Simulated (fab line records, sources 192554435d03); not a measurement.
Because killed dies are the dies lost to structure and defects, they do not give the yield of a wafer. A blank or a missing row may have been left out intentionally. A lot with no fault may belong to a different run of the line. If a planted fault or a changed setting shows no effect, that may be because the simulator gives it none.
What tool caused it? | flow n5Finfet | Sampling: 9 lots, 27 wafers, 2 of 1938 route steps

== WHAT THE GAUGES READ, wafer by wafer ==
N5_BEOL_M4_RC_MEAS_101. Usual: DIBL_N 36.0 mV/V, standard deviation 1.6; DIBL_P 35.8 mV/V, standard deviation 2; IOFF_N 0.152 nA/um, standard deviation 0.03; IOFF_P 0.20 nA/um, standard deviation 0.031; ION_N 670 uA/um, standard deviation 12; ION_P 459 uA/um, standard deviation 7.4; SS_N 71.5 mV/dec, standard deviation 0.56; SS_P 73.2 mV/dec, standard deviation 0.64; VT_N 251 mV, standard deviation 3.5; VT_P -252 mV, standard deviation 3.3.
lot  | measured     | on        | DIBL_N (mV/V)  | DIBL_P (mV/V)  | IOFF_N (nA/um)    | IOFF_P (nA/um) | ION_N (uA/um) | ION_P (uA/um) | SS_N (mV/dec)  | SS_P (mV/dec)  | VT_N (mV)   | VT_P (mV)      | flag
L688 | day 9 08:02  | prober-02 | 36.5 36.4 35.1 | 36.9 36.1 35.6 | 0.170 0.159 0.143 | 0.23 0.22 0.22 | 681 664 675   | 467 457 469   | 72.2 72.2 72.0 | 73.9 73.9 73.2 | 246 251 252 | -247 -246 -246 | 
L693 | day 10 22:27 | prober-01 | 33.6 36.9 34.7 | 34.2 38.5 35.2 | 0.113 0.172 0.136 | 0.19 0.26 0.21 | 644 676 673   | 456 473 473   | 71.4 71.7 71.2 | 72.4 73.6 72.9 | 255 248 253 | -247 -245 -248 | 
L695 | day 11 01:23 | prober-01 | 33.4 34.5 36.9 | 30.6 33.8 35.4 | 0.099 0.123 0.152 | 0.15 0.19 0.20 | 645 671 662   | 449 467 460   | 70.3 70.3 72.2 | 71.7 72.5 73.3 | 256 252 249 | -254 -251 -249 | 
L701 | day 11 22:16 | prober-02 | 37.8 36.2 37.5 | 39.2 37.3 38.8 | 0.176 0.152 0.176 | 0.22 0.19 0.21 | 676 668 679   | 456 456 458   | 71.8 71.5 72.1 | 73.7 73.2 73.5 | 249 251 249 | -252 -254 -252 | 
L699 | day 12 11:36 | prober-01 | 36.2 38.6 37.3 | 35.1 38.0 37.2 | 0.121 0.185 0.154 | 0.17 0.22 0.21 | 644 681 669   | 446 456 456   | 71.9 72.4 72.3 | 72.7 73.0 73.1 | 260 249 253 | -257 -249 -252 | 
L700 | day 12 17:02 | prober-02 | 34.8 36.3 40.9 | 32.6 34.5 40.2 | 0.118 0.143 0.233 | 0.14 0.17 0.25 | 665 661 689   | 452 451 461   | 71.1 70.6 72.9 | 72.2 72.8 74.1 | 250 248 242 | -256 -253 -250 | 
L705 | day 13 03:50 | prober-02 | 36.2 37.3 34.6 | 34.5 34.6 32.2 | 0.148 0.146 0.120 | 0.18 0.17 0.16 | 684 674 660   | 464 447 449   | 71.2 71.6 70.6 | 72.7 72.7 72.4 | 248 254 253 | -255 -255 -256 | 
L709 | day 14 03:56 | prober-02 | 35.4 35.7 38.8 | 35.1 37.0 40.0 | 0.126 0.139 0.190 | 0.16 0.18 0.23 | 651 671 671   | 441 461 449   | 71.2 71.3 72.2 | 72.9 73.1 74.8 | 253 253 247 | -254 -252 -251 | 
L710 | day 15 06:46 | prober-01 | 35.3 35.7 37.0 | 36.1 36.1 37.1 | 0.156 0.171 0.177 | 0.23 0.22 0.23 | 681 677 676   | 467 468 465   | 71.0 71.2 71.9 | 73.7 74.0 74.4 | 248 249 251 | -249 -250 -250 | 

N5_BEOL_M13_CD_MEAS_28: target cd 209.5 nm. Usual: cdNm at 209.0 nm, with a standard deviation of 1.2.
lot  | measured     | on       | cdNm (nm)         | flag
L688 | day 12 07:40 | cdSem-02 | 208.2 209.8 208.8 | 
L693 | day 13 20:29 | cdSem-02 | 211.1 209.6 208.4 | 
L695 | day 14 00:08 | cdSem-02 | 209.3 210.4 211.5 | 
L701 | day 15 00:58 | cdSem-03 | 209.8 208.5 207.5 | 
L699 | day 15 09:15 | cdSem-03 | 206.3 209.3 210.0 | 
L700 | day 15 14:40 | cdSem-03 | 209.8 207.9 209.1 | 
L705 | day 16 01:24 | cdSem-03 | 209.2 210.5 209.6 | 
L709 | day 17 14:34 | cdSem-03 | 210.9 211.1 209.3 | 
L710 | day 18 14:36 | cdSem-01 | 209.4 207.3 209.1 | 

== TOOL THAT RAN EACH LOT (tool first, then ch and the chambers of the sampled wafers, then the start) ==
Record: no process step prior to these readings.

== WHAT THE TOOLS THEMSELVES READ (means of the sampled wafers that have a number; where no wafer has one, the mark that the record gives instead) ==
The record holds no such reading with a usual standard deviation.

== THE ANSWER, worked out from the rows above alone ==
Rule: a lot is off if the mean of its wafers that have a number lies more than 3 standard deviations from the usual mean. Also off: a lot with no number at a reading for which 4 or more lots have one. Any other lot the step has rows for is counted as sound. First the gauges in route order, then the tools' own readings, where a lot's mean is used as printed above. At the first step where some lot is off, the reading lying furthest off is the one used; lots without a number count as furthest.
No lot is off on any of the readings shown, so nothing can be concluded from this.

== WHAT THE SIMULATOR HAD PUT IN ==
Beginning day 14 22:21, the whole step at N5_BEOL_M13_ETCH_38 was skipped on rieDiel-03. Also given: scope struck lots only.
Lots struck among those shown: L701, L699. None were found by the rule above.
